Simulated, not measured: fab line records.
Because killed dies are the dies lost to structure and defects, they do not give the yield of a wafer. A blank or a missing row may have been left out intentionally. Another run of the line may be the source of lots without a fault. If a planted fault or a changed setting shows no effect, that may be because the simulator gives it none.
What tool caused it? :: flow nandHarc :: 13 lots with 37 wafers sampled at 4 steps, on a route of 1302 steps

== WHAT THE GAUGES SHOWED, per wafer ==
NHARC_A_WL_FILL_INSPECT_15.
lot: L325
measured: day 21 12:59
on: defectInspect-01
rawDefectCount: 585 402 315

lot: L326
measured: day 21 15:13
on: defectInspect-01
rawDefectCount: 418 354 483

lot: L327
measured: day 22 08:35
on: defectInspect-02
rawDefectCount: 660 636 401

lot: L328
measured: day 22 08:35
on: defectInspect-01
rawDefectCount: 396 394 418

lot: L329
measured: day 22 22:23
on: defectInspect-01
rawDefectCount: 393 321 421

lot: L331
measured: day 24 04:41
on: defectInspect-01
rawDefectCount: 595 562 300

lot: L333
measured: day 24 21:09
on: defectInspect-01
rawDefectCount: 381 300 430

lot: L334
measured: day 25 03:17
on: defectInspect-01
rawDefectCount: 437 453 427

lot: L339
measured: day 27 10:32
on: defectInspect-02
rawDefectCount: 539 507

lot: L341
measured: day 27 14:54
on: defectInspect-02
rawDefectCount: 282 463

lot: L346
measured: day 30 00:36
on: defectInspect-02
rawDefectCount: 514 498 336

lot: L348
measured: day 30 12:33
on: defectInspect-02
rawDefectCount: 495 358 392

lot: L347
measured: day 30 12:34
on: defectInspect-01
rawDefectCount: 496 562 411

== TOOL THAT RAN EACH LOT (tool first, then ch and the chambers of the sampled wafers, then the start) ==
lot: L325
NHARC_A_SLIT_ETCH_29: rieDiel-06 ch 2,3, day 20 05:29
NHARC_A_WL_FILL_ETCHBACK_16: rieDiel-10 ch 1,2,3, day 21 11:52 or earlier
NHARC_A_WL_FILL_ETCHBACK_26: rieSi-03 ch 1,3, day 21 11:52

lot: L326
NHARC_A_SLIT_ETCH_29: rieDiel-07 ch 0,3, day 20 13:12
NHARC_A_WL_FILL_ETCHBACK_16: rieDiel-01 ch 0,1, day 21 14:07 or earlier
NHARC_A_WL_FILL_ETCHBACK_26: rieSi-01 ch 0,1,3, day 21 14:07

lot: L327
NHARC_A_SLIT_ETCH_29: rieDiel-09 ch 0,1,2, day 21 07:16
NHARC_A_WL_FILL_ETCHBACK_16: rieDiel-03 ch 0,2,3, day 22 07:28 or earlier
NHARC_A_WL_FILL_ETCHBACK_26: rieSi-03 ch 1,2,3, day 22 07:28

lot: L328
NHARC_A_SLIT_ETCH_29: rieDiel-09 ch 0,2,3, day 21 07:17
NHARC_A_WL_FILL_ETCHBACK_16: rieDiel-10 ch 1,2,3, day 22 07:29 or earlier
NHARC_A_WL_FILL_ETCHBACK_26: rieSi-05 ch 2,3, day 22 07:29

lot: L329
NHARC_A_SLIT_ETCH_29: rieDiel-06 ch 2,3, day 21 20:24
NHARC_A_WL_FILL_ETCHBACK_16: rieDiel-01 ch 1,3, day 22 21:17 or earlier
NHARC_A_WL_FILL_ETCHBACK_26: rieSi-01 ch 0,1,2, day 22 21:17

lot: L331
NHARC_A_SLIT_ETCH_29: rieDiel-07 ch 1,2,3, day 23 03:23
NHARC_A_WL_FILL_ETCHBACK_16: rieDiel-01 ch 0,1,3, day 24 03:34 or earlier
NHARC_A_WL_FILL_ETCHBACK_26: rieSi-05 ch 0,2,3, day 24 03:34

lot: L333
NHARC_A_SLIT_ETCH_29: rieDiel-06 ch 0,2, day 23 18:49
NHARC_A_WL_FILL_ETCHBACK_16: rieDiel-10 ch 1,2, day 24 20:02 or earlier
NHARC_A_WL_FILL_ETCHBACK_26: rieSi-05 ch 2,3, day 24 20:02

lot: L334
NHARC_A_SLIT_ETCH_29: rieDiel-06 ch 2,3, day 24 01:43
NHARC_A_WL_FILL_ETCHBACK_16: rieDiel-10 ch 0,1,3, day 25 02:12 or earlier
NHARC_A_WL_FILL_ETCHBACK_26: rieSi-01 ch 1,2,3, day 25 02:12

lot: L339
NHARC_A_SLIT_ETCH_29: rieDiel-07 ch 1,2, day 26 09:00
NHARC_A_WL_FILL_ETCHBACK_16: rieDiel-03 ch 1,2, day 27 09:25 or earlier
NHARC_A_WL_FILL_ETCHBACK_26: rieSi-01 ch 1,3, day 27 09:25

lot: L341
NHARC_A_SLIT_ETCH_29: rieDiel-09 ch 1,2, day 26 12:46
NHARC_A_WL_FILL_ETCHBACK_16: rieDiel-01 ch 1,3, day 27 12:59 or earlier
NHARC_A_WL_FILL_ETCHBACK_26: rieSi-01 ch 2,3, day 27 12:59

lot: L346
NHARC_A_SLIT_ETCH_29: rieDiel-07 ch 0,2,3, day 28 23:16
NHARC_A_WL_FILL_ETCHBACK_16: rieDiel-01 ch 0,1,2, day 29 23:28 or earlier
NHARC_A_WL_FILL_ETCHBACK_26: rieSi-05 ch 0,2,3, day 29 23:28

lot: L348
NHARC_A_SLIT_ETCH_29: rieDiel-06 ch 1,3, day 29 09:37
NHARC_A_WL_FILL_ETCHBACK_16: rieDiel-10 ch 0,1,2, day 30 11:27 or earlier
NHARC_A_WL_FILL_ETCHBACK_26: rieSi-05 ch 1,2,3, day 30 11:27

lot: L347
NHARC_A_SLIT_ETCH_29: rieDiel-07 ch 1,2, day 29 10:30
NHARC_A_WL_FILL_ETCHBACK_16: rieDiel-03 ch 1,2,3, day 30 11:26 or earlier
NHARC_A_WL_FILL_ETCHBACK_26: rieSi-01 ch 0,1,2, day 30 11:26
- NHARC_A_SLIT_ETCH_29: etches the open film in CF4/O2, target depth 100 nm, overetch 10 nm, time 55 s.
- NHARC_A_WL_FILL_ETCHBACK_16: etches the open film in C4F8/O2/Ar, target depth 120 nm, time 24 s.
- NHARC_A_WL_FILL_ETCHBACK_26: etches the open film in HBr, target depth 52 nm, time 13.3 s.

== AS READ BY THE TOOLS THEMSELVES (means over the sampled wafers that have a number; for cases with no such wafer, the mark the record gives instead) ==
NHARC_A_SLIT_ETCH_29.
lot: L325
tool: rieDiel-06
drypumpMotorCurrentA (A): 5.6
oes_ar_750_au (a.u.): 0.995
oesProductAu (a.u.): 1.000
rfVppV (V): 197.6
showerheadPlenumPTorr (Torr): 1.34
throttleValvePct (%): 13.408

lot: L326
tool: rieDiel-07
drypumpMotorCurrentA (A): 5.8
oes_ar_750_au (a.u.): 1.005
oesProductAu (a.u.): 1.004
rfVppV (V): 198.2
showerheadPlenumPTorr (Torr): 1.36
throttleValvePct (%): 13.392

lot: L327
tool: rieDiel-09
drypumpMotorCurrentA (A): 5.2
oes_ar_750_au (a.u.): 1.001
oesProductAu (a.u.): 0.999
rfVppV (V): 197.4
showerheadPlenumPTorr (Torr): 1.37
throttleValvePct (%): 13.397

lot: L328
tool: rieDiel-09
drypumpMotorCurrentA (A): 5.5
oes_ar_750_au (a.u.): 1.003
oesProductAu (a.u.): 1.003
rfVppV (V): 198.2
showerheadPlenumPTorr (Torr): 1.33
throttleValvePct (%): 13.388

lot: L329
tool: rieDiel-06
drypumpMotorCurrentA (A): 5.6
oes_ar_750_au (a.u.): 1.003
oesProductAu (a.u.): 0.996
rfVppV (V): 198.5
showerheadPlenumPTorr (Torr): 1.37
throttleValvePct (%): 13.396

lot: L331
tool: rieDiel-07
drypumpMotorCurrentA (A): 5.5
oes_ar_750_au (a.u.): 1.000
oesProductAu (a.u.): 1.007
rfVppV (V): 197.5
showerheadPlenumPTorr (Torr): 1.32
throttleValvePct (%): 13.397

lot: L333
tool: rieDiel-06
drypumpMotorCurrentA (A): 5.5
oes_ar_750_au (a.u.): 0.998
oesProductAu (a.u.): 0.997
rfVppV (V): 198.2
showerheadPlenumPTorr (Torr): 1.33
throttleValvePct (%): 13.392

lot: L334
tool: rieDiel-06
drypumpMotorCurrentA (A): 5.6
oes_ar_750_au (a.u.): 0.996
oesProductAu (a.u.): 0.999
rfVppV (V): 198.5
showerheadPlenumPTorr (Torr): 1.37
throttleValvePct (%): 13.403

lot: L339
tool: rieDiel-07
drypumpMotorCurrentA (A): 5.4
oes_ar_750_au (a.u.): 1.003
oesProductAu (a.u.): 1.009
rfVppV (V): 197.4
showerheadPlenumPTorr (Torr): 1.31
throttleValvePct (%): 13.402

lot: L341
tool: rieDiel-09
drypumpMotorCurrentA (A): 5.0
oes_ar_750_au (a.u.): 1.000
oesProductAu (a.u.): 1.008
rfVppV (V): 198.0
showerheadPlenumPTorr (Torr): 1.35
throttleValvePct (%): 13.396

lot: L346
tool: rieDiel-07
drypumpMotorCurrentA (A): 5.6
oes_ar_750_au (a.u.): 1.001
oesProductAu (a.u.): 1.001
rfVppV (V): 197.7
showerheadPlenumPTorr (Torr): 1.32
throttleValvePct (%): 13.394

lot: L348
tool: rieDiel-06
drypumpMotorCurrentA (A): 5.4
oes_ar_750_au (a.u.): 1.004
oesProductAu (a.u.): 0.994
rfVppV (V): 197.6
showerheadPlenumPTorr (Torr): 1.35
throttleValvePct (%): 13.392

lot: L347
tool: rieDiel-07
drypumpMotorCurrentA (A): 5.5
oes_ar_750_au (a.u.): 1.002
oesProductAu (a.u.): 1.002
rfVppV (V): 197.6
showerheadPlenumPTorr (Torr): 1.33
throttleValvePct (%): 13.399

NHARC_A_WL_FILL_ETCHBACK_16.
lot: L325
tool: rieDiel-10
oesProductAu (a.u.): 1.00
rfVppV (V): 722

lot: L326
tool: rieDiel-01
oesProductAu (a.u.): 0.92
rfVppV (V): 723

lot: L327
tool: rieDiel-03
oesProductAu (a.u.): 0.99
rfVppV (V): 724

lot: L328
tool: rieDiel-10
oesProductAu (a.u.): 0.93
rfVppV (V): 722

lot: L329
tool: rieDiel-01
oesProductAu (a.u.): 0.95
rfVppV (V): 724

lot: L331
tool: rieDiel-01
oesProductAu (a.u.): 0.92
rfVppV (V): 725

lot: L333
tool: rieDiel-10
oesProductAu (a.u.): 1.00
rfVppV (V): 723

lot: L334
tool: rieDiel-10
oesProductAu (a.u.): 1.01
rfVppV (V): 720

lot: L339
tool: rieDiel-03
oesProductAu (a.u.): 0.93
rfVppV (V): 723

lot: L341
tool: rieDiel-01
oesProductAu (a.u.): 1.00
rfVppV (V): 724

lot: L346
tool: rieDiel-01
oesProductAu (a.u.): 0.92
rfVppV (V): 722

lot: L348
tool: rieDiel-10
oesProductAu (a.u.): 1.00
rfVppV (V): 722

lot: L347
tool: rieDiel-03
oesProductAu (a.u.): 0.99
rfVppV (V): 724

NHARC_A_WL_FILL_ETCHBACK_26.
lot: L325
tool: rieSi-03
drypumpMotorCurrentA (A): 5.6
oesProductAu (a.u.): 0.995
throttleValvePct (%): 23.272

lot: L326
tool: rieSi-01
drypumpMotorCurrentA (A): 5.8
oesProductAu (a.u.): 0.994
throttleValvePct (%): 23.265

lot: L327
tool: rieSi-03
drypumpMotorCurrentA (A): 5.6
oesProductAu (a.u.): 1.000
throttleValvePct (%): 23.265

lot: L328
tool: rieSi-05
drypumpMotorCurrentA (A): 6.0
oesProductAu (a.u.): 1.000
throttleValvePct (%): 23.270

lot: L329
tool: rieSi-01
drypumpMotorCurrentA (A): 5.6
oesProductAu (a.u.): 0.997
throttleValvePct (%): 23.264

lot: L331
tool: rieSi-05
drypumpMotorCurrentA (A): 6.0
oesProductAu (a.u.): 1.002
throttleValvePct (%): 23.261

lot: L333
tool: rieSi-05
drypumpMotorCurrentA (A): 5.8
oesProductAu (a.u.): 1.000
throttleValvePct (%): 23.270

lot: L334
tool: rieSi-01
drypumpMotorCurrentA (A): 5.7
oesProductAu (a.u.): 0.993
throttleValvePct (%): 23.274

lot: L339
tool: rieSi-01
drypumpMotorCurrentA (A): 5.9
oesProductAu (a.u.): 1.198
throttleValvePct (%): 23.261

lot: L341
tool: rieSi-01
drypumpMotorCurrentA (A): 5.8
oesProductAu (a.u.): 1.191
throttleValvePct (%): 23.267

lot: L346
tool: rieSi-05
drypumpMotorCurrentA (A): 6.0
oesProductAu (a.u.): 0.999
throttleValvePct (%): 23.262

lot: L348
tool: rieSi-05
drypumpMotorCurrentA (A): 5.8
oesProductAu (a.u.): 1.010
throttleValvePct (%): 23.268

lot: L347
tool: rieSi-01
drypumpMotorCurrentA (A): 5.5
oesProductAu (a.u.): 0.991
throttleValvePct (%): 23.262

== THE ANSWER, worked out from the rows above alone ==
Rule: the lots themselves supply what counts as usual. Put in order of their means at a reading, lots are off if they are a third of the lots or fewer, leave a main group of 4 or more, and stand apart from it by a gap of 3 or more times the standard deviation of the main group's means; of several such gaps the widest counts. The tables above print the reading to a certain number of digits; a main group whose means all agree to those digits is not used. A lot without any number at a reading at which 4 lots or more have one is off too. The other lots that the step has rows for count as sound. The gauges are gone through in route order, then the tools' own readings, and for those a lot's mean is taken as printed above. At the first step where some lot is off, the reading lying furthest off is the one used; lots without a number count as furthest.
Off: L339, L341 (NHARC_A_WL_FILL_ETCHBACK_26, oesProductAu). The main group: mean 0.998 a.u., standard deviation 0.005.
A tool fits if, at that step or a process step before it, it ran every lot that is off, and no sound lot after the first of them. NHARC_A_WL_FILL_ETCHBACK_16: start missing for some lots; hours and lot order therefore follow NHARC_A_WL_FILL_ETCHBACK_26. No candidate that was tried fits.

== WHAT WAS PUT IN BY THE SIMULATOR ==
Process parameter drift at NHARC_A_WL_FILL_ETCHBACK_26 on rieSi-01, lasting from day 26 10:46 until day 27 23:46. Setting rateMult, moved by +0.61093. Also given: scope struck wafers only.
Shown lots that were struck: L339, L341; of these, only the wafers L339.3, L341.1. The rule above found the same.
